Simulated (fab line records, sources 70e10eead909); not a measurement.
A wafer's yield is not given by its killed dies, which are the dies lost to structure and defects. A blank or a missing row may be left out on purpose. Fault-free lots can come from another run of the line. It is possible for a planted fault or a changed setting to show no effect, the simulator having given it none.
fab line records | flow nand_harc
record: lots: 6 wafers: 18 last_day: 34
route steps=1302 shown A_CONTACT@993
lots that met no fault: taken from a fault-free run of the same line
start_h: hours from the record's first day to the start of the lot's first wafer shown | wait_h: time in hours since the lot's previous step | " identical to the entry in the row above | L1.1+2: several wafers, shown together as one row | - no value, or no start given | * or withheld: withheld | < > ~ a bound
route shown NAME@n: NAME is a module with steps in the file, n the number in the route of the first one | usual: mean/standard deviation taken from wafers without a fault | same: alike in all rows | chamber/n: place in a boat | sites: readings site by site | _std_site: standard deviation of those values | _edge_site: the outer-site mean with the inner-site mean subtracted | radius_mm: how far each site lies from the wafer's centre | mask NAME#n: copy n | behind: tool/chamber where the wafer was last shaped | hold: why the lot went on hold/how many hours it stayed there/how the hold came to an end | device: which transistor (n, p or np) failed to switch | end of line: the route-end tests of the same wafers | for a step that has no rows: nothing shown but its recipe | killed: dies that structure and defects cost at the first sort, which is not the same as the wafer's yield | map: a wafer's dies, marking killed ones x, the rest . and places with no die _
set.NAME: setting as actually run; set.NAME@STEP: the setting as run at that earlier step | model.NAME: the simulator's own value behind a step, which no gauge read
lots at selected steps of the route; one table per step, one row per wafer
services: when a tool's chamber went out of use (start_h, in hours from the record's first day, below 0 if earlier), for how many hours, and the reason
== steps ==
step: NHARC_A_CONTACT_EBR_38
step: NHARC_A_CONTACT_EXPOSE_39
recipe: na: 1.35 sigma_outer: 0.8 dose_mj: 58.79 mask_id: A_CC_3
step: NHARC_A_CONTACT_PEB_40
recipe: peb_temp_c: 100 peb_time_s: 65
step: NHARC_A_CONTACT_DEVELOP_41
recipe: develop_time_s: 35 dev_temp_c: 23
step: NHARC_A_CONTACT_CD_MEAS_42
recipe: target_cd_nm: 300 landing_energy_ev: 500
usual: cd_nm: 299.9/0.58
columns lot.wafer tool chamber start_h wait_h cd_nm
L716.1 cd_sem-02 0 591.13 - 300.5
L716.3 " 0 " " 300.7
L716.6 " 0 " " 300.3
L721.2 cd_sem-01 0 622.98 - 299.7
L721.5 " 0 " " 299.0
L721.6 " 0 " " 299.1
L725.2 cd_sem-02 0 677.85 - 299.6
L725.3 " 0 " " 299.5
L725.4 " 0 " " 298.5
L726.1 cd_sem-03 0 685.20 - 298.9
L726.4 " 0 " " 300.5
L726.5 " 0 " " 300.5
L728.1 cd_sem-01 0 698.75 - 299.7
L728.4 " 0 " " 299.7
L728.5 " 0 " " 299.1
L730.1 cd_sem-03 0 729.77 - 300.0
L730.3 " 0 " " 299.3
L730.4 " 0 " " 300.7
step: NHARC_A_CONTACT_OVL_MEAS_43
usual: overlay_x_nm: -0.1/0.8 overlay_y_nm: 0.1/1.1
columns lot.wafer tool chamber start_h wait_h overlay_x_nm overlay_y_nm
L716.1 overlay-01 - 591.22 - -2.3 1.4
L716.3 " - " " -1.8 1.0
L716.6 " - " " -1.4 1.3
L721.2 overlay-02 - 623.08 - -1.8 0.8
L721.5 " - " " -1.7 1.0
L721.6 " - " " -1.9 0.6
L725.2 overlay-01 - 677.94 - -0.7 0.4
L725.3 " - " " -0.9 0.4
L725.4 " - " " -0.4 0.2
L726.1 overlay-01 - 685.30 - -0.1 0.4
L726.4 " - " " 0.1 0.3
L726.5 " - " " 0.3 0.6
L728.1 overlay-02 - 698.84 - -0.4 0.7
L728.4 " - " " -0.9 0.2
L728.5 " - " " -1.2 0.9
L730.1 overlay-01 - 729.86 - 0.1 -0.1
L730.3 " - " " -0.3 0.1
L730.4 " - " " 0.0 -0.2
step: NHARC_A_CONTACT_INSPECT_44
usual: raw_defect_count: 80/34
columns lot.wafer tool chamber start_h wait_h raw_defect_count
L716.1 defect_inspect-01 - 591.25 0.0 19
L716.3 " - " " 12
L716.6 " - " " 14
L721.2 defect_inspect-02 - 623.12 0.0 101
L721.5 " - " " 104
L721.6 " - " " 96
L725.2 defect_inspect-02 - 677.98 0.0 59
L725.3 " - " " 61
L725.4 " - " " 60
L726.1 defect_inspect-02 - 685.34 0.0 23
L726.4 " - " " 33
L726.5 " - " " 28
L728.1 defect_inspect-02 - 698.88 0.0 88
L728.4 " - " " 71
L728.5 " - " " 70
L730.1 defect_inspect-01 - 729.89 0.0 96
L730.3 " - " " 82
L730.4 " - " " 103
step: NHARC_A_CONTACT_DESCUM_47
recipe: time_s: 3 o2_flow_sccm: 200 ar_flow_sccm: 0 bias_power_w: 0 chemistry: O2
step: NHARC_A_CONTACT_ETCH_48
recipe: target_depth_a: 390 over_etch_frac: 0.3 time_s: 65 ion_energy_ev: 80 cf4_flow_sccm: 150 ar_flow_sccm: 0 rf_w: 300 bias_w: 100 chemistry: CF4
usual: bias_w: 100.0/0.31 cf4_flow_sccm: 150.0/0.44 drypump_motor_current_A: 5.7/0.34 oes_product_au: 0.996/0.011 rf_vpp_V: 151.3/1.2 showerhead_plenum_p_Torr: 1.76/0.068 throttle_valve_pct: 13.284/0.0086
columns lot.wafer tool chamber start_h wait_h bias_w cf4_flow_sccm drypump_motor_current_A oes_product_au rf_hours_counter_h rf_vpp_V showerhead_plenum_p_Torr throttle_valve_pct
L716.1 rie_diel-13 0 591.47 0.1 100.5 149.7 6.3 1.008 21 150.1 1.64 13.277
L716.3 " 2 " " 99.4 150.1 5.5 0.998 24 151.9 1.85 13.279
L716.6 " 0 " " 100.2 149.5 6.3 1.001 - 149.8 1.64 13.297
L721.2 rie_diel-06 2 623.28 0.1 100.1 149.6 5.5 1.012 21 152.7 1.86 13.281
L721.5 " 0 " " 99.4 150.3 5.9 0.973 - 152.2 1.79 13.285
L721.6 " 1 " " 99.9 149.8 5.4 0.992 - 150.8 1.74 13.281
L725.2 rie_diel-06 1 678.12 0.1 100.4 150.3 5.4 0.997 0 149.6 1.73 13.268
L725.3 " 2 " " 100.3 149.3 5.6 1.012 0 151.7 1.85 13.293
L725.4 " 0 " " 100.2 149.8 5.9 0.998 0 154.0 1.79 13.293
L726.1 rie_diel-13 2 685.49 0.1 100.1 149.8 5.5 0.999 50 152.5 1.84 13.273
L726.4 " 3 " " 100.3 149.8 5.2 1.015 49 151.7 1.82 13.284
L726.5 " 2 " " 100.4 150.1 5.5 1.001 - 152.0 1.84 13.291
L728.1 rie_diel-06 0 699.02 0.1 99.8 149.7 5.9 1.005 5 150.3 1.78 13.288
L728.4 " 1 " " 99.9 150.6 5.3 0.991 5 150.4 1.73 13.290
L728.5 " 0 " " 100.2 150.2 5.9 0.998 - 150.1 1.78 13.286
L730.3 rie_diel-01 1 730.05 0.1 99.5 149.9 5.6 1.001 56 151.5 1.76 13.280
L730.1 " 2 " " 100.0 149.8 5.7 1.001 54 150.5 1.69 13.267
L730.4 " 3 " " 99.6 149.5 5.1 0.974 55 151.9 1.78 13.261
step: NHARC_A_CONTACT_ETCH_49
recipe: target_depth_a: 2600 over_etch_frac: 0.3 time_s: 475.3 ion_energy_ev: 200 n2_flow_sccm: 150 h2_flow_sccm: 150 ar_flow_sccm: 0 rf_w: 400 bias_w: 150 chemistry: N2/H2
usual: bias_w: 150.0/0.45 chamber_pressure_mTorr: 29.999/0.03 drypump_motor_current_A: 5.7/0.35 oes_product_au: 0.997/0.01 rf_vpp_V: 430.3/2.4 showerhead_plenum_p_Torr: 2.03/0.085 throttle_valve_pct: 14.172/0.0099
columns lot.wafer tool chamber start_h wait_h bias_w chamber_pressure_mTorr drypump_motor_current_A oes_product_au rf_hours_counter_h rf_vpp_V showerhead_plenum_p_Torr throttle_valve_pct
L716.3 rie_diel-13 2 - - 149.7 29.974 5.5 0.998 24 434.1 2.14 14.175
L716.1 " 0 " " 150.3 30.002 6.3 0.989 21 425.8 1.88 14.189
L716.6 " 2 " " 149.3 29.958 5.5 1.003 - 434.9 2.14 14.182
L721.2 rie_diel-06 1 - - 149.4 29.961 5.4 0.990 21 429.4 2.00 14.175
L721.5 " 3 " " 150.4 30.018 5.6 1.000 - 427.3 1.92 14.177
L721.6 " 0 " " 150.1 29.951 5.9 0.987 - 431.6 2.07 14.165
L725.4 rie_diel-06 0 - - 150.7 30.027 5.9 1.014 0 432.3 2.06 14.158
L725.3 " 1 " " 150.2 29.973 5.4 1.005 0 429.7 1.99 14.170
L725.2 " 3 " " 149.9 30.053 5.6 1.003 0 428.2 1.92 14.171
L726.4 rie_diel-13 1 - - 150.2 29.931 6.1 0.998 49 432.5 2.14 14.165
L726.1 " 2 " " 150.4 29.978 5.6 0.998 50 433.0 2.13 14.175
L726.5 " 3 " " 150.3 29.957 5.1 1.026 - 432.3 2.10 14.169
L728.4 rie_diel-06 1 - - 150.0 30.056 5.4 0.978 5 429.9 1.99 14.184
L728.1 " 3 " " 150.3 30.008 5.7 1.000 4 427.3 1.91 14.186
L728.5 " 1 " " 150.1 30.016 5.4 0.998 - 430.2 1.99 14.173
L730.4 rie_diel-01 0 - - 150.8 30.061 6.2 1.005 58 426.7 1.91 14.164
L730.3 " 1 " " 149.5 30.058 5.7 0.999 56 429.5 2.03 14.159
L730.1 " 2 " " 150.3 30.047 5.7 0.998 55 427.3 1.94 14.167
step: NHARC_A_CONTACT_ETCH_50
recipe: target_depth_a: 1210 time_s: 60.5 cf4_flow_sccm: 100 chf3_flow_sccm: 30 ar_flow_sccm: 0 rf_w: 500 bias_w: 200 chemistry: CF4/CHF3
usual: bias_w: 200.0/0.61 cf4_flow_sccm: 100.03/0.27 drypump_motor_current_A: 5.7/0.34 oes_product_au: 0.942/0.024 rf_vpp_V: 370.4/2.3 showerhead_plenum_p_Torr: 1.57/0.062 throttle_valve_pct: 16.801/0.0095
columns lot.wafer tool chamber start_h wait_h bias_w cf4_flow_sccm drypump_motor_current_A oes_product_au rf_hours_counter_h rf_vpp_V showerhead_plenum_p_Torr throttle_valve_pct
L716.3 rie_diel-13 3 - - 200.3 100.24 5.2 0.973 22 372.5 1.62 16.798
L716.1 " 0 " " 200.4 99.94 6.3 0.951 22 366.8 1.46 16.789
L716.6 " 1 " " 200.2 100.62 6.1 0.945 - 373.1 1.65 16.779
L721.2 rie_diel-06 3 - - 199.9 100.13 5.6 0.962 15 369.0 1.49 16.811
L721.5 " 2 " " 199.9 100.34 5.5 0.977 - 373.0 1.65 16.805
L721.6 " 3 " " 199.7 100.33 5.6 0.957 - 366.3 1.49 16.804
L725.2 rie_diel-06 2 - - 201.1 99.80 5.6 0.978 0 371.7 1.65 16.801
L725.4 " 3 " " 200.1 99.81 5.6 0.972 0 368.0 1.49 16.805
L725.3 " 1 " " 200.0 100.27 5.4 0.953 0 370.1 1.54 16.794
L726.1 rie_diel-13 2 - - 200.2 100.10 5.5 0.927 50 371.5 1.64 16.799
L726.4 " 3 " " 198.9 100.28 5.2 0.940 49 372.8 1.62 16.807
L726.5 " 1 " " 199.9 99.59 6.1 0.925 - 373.6 1.65 16.801
L728.1 rie_diel-06 3 - - 199.4 100.41 5.6 0.962 4 367.3 1.48 16.795
L728.4 " 0 " " 199.2 100.24 5.9 0.972 5 371.6 1.59 16.793
L728.5 " 2 " " 200.4 100.21 5.5 0.971 - 373.5 1.65 16.788
L730.1 rie_diel-01 2 - - 200.0 99.86 5.7 0.924 55 368.7 1.50 16.793
L730.3 " 3 " " 199.9 100.38 5.1 0.889 55 371.1 1.59 16.780
L730.4 " 0 " " 199.2 100.00 6.2 0.915 58 367.5 1.49 16.801
step: NHARC_A_CONTACT_ETCH_51
recipe: target_depth_a: 70000 over_etch_frac: 0.3 time_s: 1820 ion_energy_ev: 150 o2_flow_sccm: 400 cos_flow_sccm: 20 ar_flow_sccm: 0 rf_w: 500 bias_w: 300 chemistry: O2/COS
usual: bias_w: 300.0/0.94 chamber_pressure_mTorr: 19.997/0.017 drypump_motor_current_A: 5.6/0.33 oes_product_au: 0.997/0.0097 rf_vpp_V: 314.0/2 showerhead_plenum_p_Torr: 3.11/0.12 throttle_valve_pct: 28.331/0.0085
columns lot.wafer tool chamber start_h wait_h bias_w chamber_pressure_mTorr drypump_motor_current_A oes_product_au rf_hours_counter_h rf_vpp_V showerhead_plenum_p_Torr throttle_valve_pct
L716.3 rie_diel-13 2 - - 299.2 19.978 5.5 1.000 25 316.3 3.27 28.326
L716.1 " 0 " " 300.4 20.011 6.3 0.991 22 310.1 2.90 28.333
L716.6 " 2 " " 300.1 20.007 5.5 0.994 - 316.1 3.27 28.327
L721.2 rie_diel-06 0 - - 298.4 20.018 5.9 0.982 22 316.0 3.16 28.326
L721.5 " 1 " " 299.6 20.002 5.4 0.991 - 312.2 3.06 28.336
L721.6 " 2 " " 300.0 19.975 5.5 1.007 - 316.2 3.28 28.332
L725.3 rie_diel-06 0 - - 299.1 20.021 5.9 1.005 1 315.0 3.15 28.326
L725.4 " 1 " " 299.8 20.014 5.4 1.002 1 313.8 3.06 28.325
L725.2 " 3 " " 299.8 19.989 5.6 1.013 1 312.0 2.95 28.342
L726.1 rie_diel-13 2 - - 299.2 19.993 5.5 1.007 50 316.4 3.26 28.347
L726.4 " 3 " " 300.1 20.021 5.2 1.017 49 314.6 3.21 28.345
L726.5 " 1 " " 299.5 19.980 6.1 1.007 - 316.1 3.26 28.324
L728.4 rie_diel-06 2 - - 299.4 19.974 5.6 1.022 5 316.4 3.27 28.322
L728.1 " 3 " " 301.0 19.979 5.6 0.990 4 312.6 2.95 28.331
L728.5 " 1 " " 299.8 20.030 5.4 0.986 - 312.0 3.06 28.333
L730.1 rie_diel-01 2 - - 301.7 19.985 5.7 1.002 55 310.6 2.97 28.329
L730.3 " 3 " " 300.3 20.003 5.1 0.980 56 314.7 3.14 28.340
L730.4 " 0 " " 300.6 19.992 6.2 0.995 58 310.2 2.95 28.331
step: NHARC_A_CONTACT_ETCH_111
recipe: source_w: withheld pressure_mtorr: 20 bias_v: withheld time_s: 140 target_depth_a: 7000 ar_flow_sccm: withheld c4f8_flow_sccm: withheld o2_flow_sccm: withheld chemistry: C4F8/O2/Ar
usual: chamber_pressure_mTorr: 20.003/0.018 oes_air_line_au: 0.999/0.02
columns lot.wafer tool chamber start_h wait_h chamber_pressure_mTorr oes_air_line_au rf_hours_counter_h
L716.1 har_cap_etch-01 0 593.21 - 20.002 1.025 10
L716.3 " 0 " " 20.004 1.009 -
L716.6 " 1 " " 20.013 1.014 -
L721.2 har_cap_etch-01 0 624.99 - 19.999 1.017 17
L721.6 " 0 " " 20.009 1.021 -
L721.5 " 1 " " 20.017 0.999 -
L725.2 har_cap_etch-03 1 679.91 - - - -
L725.4 " 0 " " - - -
L725.3 " 1 " " - - -
L726.1 har_cap_etch-01 1 687.25 - - - -
L726.4 " 1 " " - - -
L726.5 " 1 " " - - -
L728.1 har_cap_etch-01 1 700.81 - 20.018 1.014 32
L728.4 " 0 " " 20.031 0.958 -
L728.5 " 1 " " 20.035 1.024 -
L730.1 har_cap_etch-01 0 731.76 - 20.039 0.990 36
L730.3 " 0 " " 20.037 0.993 -
L730.4 " 1 " " 19.996 1.007 -
step: NHARC_A_CONTACT_ETCH_112
recipe: source_w: withheld pressure_mtorr: 20 bias_v: 3000 time_s: 190 target_depth_a: 18500 ar_flow_sccm: withheld c4f8_flow_sccm: withheld o2_flow_sccm: withheld chemistry: C4F8/O2/Ar
usual: chamber_pressure_mTorr: 20.001/0.016 oes_air_line_au: 1.000/0.019
columns lot.wafer tool chamber start_h wait_h chamber_pressure_mTorr oes_air_line_au rf_hours_counter_h
L716.1 har_cap_etch-01 0 593.41 0.2 20.004 0.977 10
L716.3 " 0 " " 19.990 1.032 -
L716.6 " 1 " " 19.975 1.011 -
L721.2 har_cap_etch-01 0 625.19 0.2 20.001 1.029 17
L721.6 " 0 " " 19.988 0.995 -
L721.5 " 1 " " 20.007 1.025 -
L725.2 har_cap_etch-03 1 680.10 0.2 19.996 1.033 78
L725.4 " 0 " " 19.992 0.958 -
L725.3 " 1 " " 20.019 0.992 -
L726.1 har_cap_etch-01 1 687.45 0.2 20.015 1.016 28
L726.4 " 1 " " 20.010 1.041 -
L726.5 " 1 " " 19.992 0.974 -
L728.1 har_cap_etch-01 1 701.01 0.2 19.976 1.001 32
L728.4 " 0 " " 19.984 1.005 -
L728.5 " 1 " " 19.977 0.976 -
L730.1 har_cap_etch-01 0 731.96 0.2 19.990 1.033 36
L730.3 " 0 " " 19.984 0.984 -
L730.4 " 1 " " 19.992 0.983 -
== services ==
columns tool chamber start_h hours kind
rie_diel-06 0 591.57 - clean
rie_diel-06 1 591.57 - clean
rie_diel-06 2 591.57 - clean
rie_diel-06 3 591.57 - clean
rie_diel-01 - 602.36 3.7 repair
rie_diel-06 0 616.07 - clean
rie_diel-06 1 616.07 - clean
rie_diel-06 2 616.07 - clean
rie_diel-06 3 616.07 - clean
rie_diel-13 0 622.90 4.5 repair
rie_diel-06 0 640.57 - clean
rie_diel-06 1 640.57 - clean
rie_diel-06 2 640.57 - clean
rie_diel-06 3 640.57 - clean
rie_diel-06 - 661.20 9.0 pm
rie_diel-06 0 661.20 9.0 vent_cycle
rie_diel-06 1 661.20 9.0 vent_cycle
rie_diel-06 2 661.20 9.0 vent_cycle
rie_diel-06 3 661.20 9.0 vent_cycle
rie_diel-01 1 684.60 2.9 repair
rie_diel-13 3 696.02 6.8 repair
rie_diel-13 - 696.06 9.0 pm
rie_diel-06 0 711.70 2.8 repair
rie_diel-13 3 717.71 16.0 repair
== key ==
first_sign: step: NHARC_A_CONTACT_ETCH_111 reading: tool_record direction: missing
effect none on later readings
met_at NHARC_A_CONTACT_ETCH_111
struck_wafers L725.2,L725.3,L725.4,L726.1,L726.4,L726.5
later_rows_left_out L725.2,L725.3,L725.4,L726.1,L726.4,L726.5
sort_left_out L725.2,L725.3,L725.4,L726.1,L726.4,L726.5
tester_left_out L725,L726
onset_between 624.99 679.91
fault: kind: skipped_step_whole tool: har_cap_etch-01,har_cap_etch-03 chamber: - onset_h: 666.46 steps: NHARC_A_CONTACT_ETCH_111 scope: struck_lots_only
tester_left_out: of these lots the tester's yield and bins aren't shown, on N5 and GAA mostly nor the transistor test; their killed dies are dies lost to structure and defects alone, not to doping, threshold or leakage, so they don't give the yield
sort_left_out: the simulated sort isn't trusted on such a fault, so these wafers' sort isn't shown, and their yield isn't known
later_rows_left_out: the simulator's readings of these wafers behind a module that went badly wrong aren't trusted and aren't shown, but for the sort
